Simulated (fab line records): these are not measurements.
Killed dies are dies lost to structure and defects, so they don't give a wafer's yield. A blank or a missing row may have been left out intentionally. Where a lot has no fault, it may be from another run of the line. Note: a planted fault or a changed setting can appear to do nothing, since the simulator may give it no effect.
Matching of chambers    flow n5 finfet    cmp-02 running N5_GATE_CUT_CMP_02: 4 sister chambers
The step polishes, stops on SiO2, t overpolish 12.7 s, target thk 0 nm. 4 wafers are shown with their chamber, then 10 later ones without.

== EACH WAFER AND ITS CHAMBER ==
wafer   chamber  motor current A (A)
L075.3  2        9.8
L089.6  3        7.8
L090.1  0        8.9
L090.4  1        10.4

== WAFERS MISSING THEIR CHAMBER ==
wafer   motor current A (A)
L090.6  10.8
L091.1  9.8
L091.3  9.3
L091.4  7.6
L093.1  8.0
L093.4  8.8
L093.5  8.5
L095.1  10.4
L095.3  8.1
L095.4  10.0

== WHICH CHAMBER EACH WENT THROUGH ==
wafer    from the rows above       in truth
L090.6   1                         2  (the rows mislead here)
L091.1   2                         2
L091.3   can't be placed: 0 or 2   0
L091.4   3                         3
L093.1   3                         3
L093.4   0                         0
L093.5   can't be placed: 0 or 3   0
L095.1   1                         1
L095.3   can't be placed: 3 or 0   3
L095.4   can't be placed: 2 or 1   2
Correctly placed: 5 of 10. Can't be placed from these rows: 4 (the true chamber is among the candidates in 4). Number placed wrongly: 1.
How it was worked out, from the rows above alone: a wafer's distance from a chamber is the root of the sum, over the readings, of the square of ((its reading less the chamber's mean) divided by the reading's scatter). If the next closest chamber is less than 2 further off than the closest, the wafer can't be placed; otherwise it belongs to the closest. Each chamber's mean is taken over the wafers shown for it. The scatter (one wafer shown for each chamber): square how far every hidden wafer sits from the nearest shown wafer, average those squares and take the square root.
